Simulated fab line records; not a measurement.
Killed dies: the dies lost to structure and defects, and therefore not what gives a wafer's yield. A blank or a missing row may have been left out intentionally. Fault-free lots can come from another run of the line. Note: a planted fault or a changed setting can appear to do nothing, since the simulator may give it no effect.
Comparing a struck lot with a sound one + flow nand-harc + 14 out of 1159 route steps
Sound: the wafers L410.2, L410.5, L410.6. Struck: wafers L416.2, L416.3 (left out: L416.6, a lot-mate that was not struck); the cause follows at the end.
At each step with rows: each side's tool, then ch and its chambers, then its first start. Under that, the readings that differ: sound wafers + struck wafers + difference of the means + sigmas: that difference in standard deviations of wafers without a fault.
alike: readings with means less than 2 such deviations apart, plus words and numbers identical on both sides. not compared: withheld readings, readings lacking a value on some wafer, bounds such as >300 that could conceal the same value, and numbers that have no deviation in the record and whose values overlap.
A row with sigmas, a row that says differs or no value, or rows on one side alone: a step with any of these is where the two part. When numbers do not overlap yet have no deviation, they are printed without sigmas and do not part them. Lack of a reading on every wafer of one side parts them only where that side has two or more wafers.

first, 2 steps without rows for these wafers: NHARC_A_STAIRCASE_DESCUM_219 (chemistry O2, time 3 s); NHARC_A_STAIRCASE_TRIM_220 (chemistry O2, time 211.2 s).
NHARC_A_STAIRCASE_ETCH_221: etches the open film in C4F8/O2, target depth 100 nm, time 40.5 s.
  sound on rie-diel-06 ch 1,2,3; struck on rie-diel-04 ch 1,2
  alike: oes-product-au, rf-vpp-V
  not compared: rf-hours-counter-h
NHARC_A_STAIRCASE_TRIM_222: chemistry O2, time 211.2 s.
  sound on rie-diel-06 ch 0,2,3; struck on rie-diel-04 ch 0,2
  alike: drypump-motor-current-A, oes-product-au, rf-vpp-V, showerhead-plenum-p-Torr, throttle-valve-pct
  not compared: rf-hours-counter-h
NHARC_A_STAIRCASE_ETCH_223: etches the open film in C4F8/O2, target depth 100 nm, time 40.5 s.
  sound on rie-diel-06 ch 0,1; struck on rie-diel-04 ch 1,2
  alike: oes-product-au, rf-vpp-V
  not compared: rf-hours-counter-h
NHARC_A_STAIRCASE_TRIM_224: chemistry O2, time 211.2 s.
  sound on rie-diel-06 ch 2,3; struck on rie-diel-04 ch 1,2
  alike: drypump-motor-current-A, oes-product-au, rf-vpp-V, showerhead-plenum-p-Torr, throttle-valve-pct
  not compared: rf-hours-counter-h
then, 1 step without rows for these wafers: NHARC_A_STAIRCASE_ETCH_225 (etches the open film in C4F8/O2, target depth 100 nm, time 40.5 s).
NHARC_A_STAIRCASE_TRIM_226: chemistry O2, time 211.2 s.
  sound on rie-diel-06 ch 0,1; struck on rie-diel-04 ch 0,3
  alike: drypump-motor-current-A, oes-product-au, rf-vpp-V, showerhead-plenum-p-Torr, throttle-valve-pct
  not compared: rf-hours-counter-h
then, 3 steps without rows for these wafers: NHARC_A_STAIRCASE_ETCH_227 (etches the open film in C4F8/O2, target depth 100 nm, time 40.5 s); NHARC_A_STAIRCASE_TRIM_229 (chemistry O2, time 211.2 s); NHARC_A_STAIRCASE_ETCH_230 (etches the open film in C4F8/O2, target depth 100 nm, time 40.5 s).
NHARC_A_STAIRCASE_TRIM_231: chemistry O2, time 211.2 s.
  sound on rie-diel-05 ch 0,2,3, day 13 09:07; struck on rie-diel-04 ch 0,2, day 15 05:41
| reading               | sound             | struck      | difference | sigmas |
|-----------------------|-------------------|-------------|------------|--------|
| oes-product-au (a.u.) | 1.002 0.991 1.000 | 0.857 0.848 | -0.145     | -16    |
  alike: drypump-motor-current-A, rf-vpp-V, showerhead-plenum-p-Torr, throttle-valve-pct
  not compared: rf-hours-counter-h
then, 2 steps without rows for these wafers: NHARC_A_STAIRCASE_ETCH_232 (etches the open film in C4F8/O2, target depth 100 nm, time 40.5 s); NHARC_END_SORT_01.

## WHERE THEY PART
At NHARC_A_STAIRCASE_TRIM_231 and nowhere else, as far as this record goes.

WHY: what the simulator had put in
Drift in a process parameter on rie-diel-04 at NHARC_A_STAIRCASE_TRIM_231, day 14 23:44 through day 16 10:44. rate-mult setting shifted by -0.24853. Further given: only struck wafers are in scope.
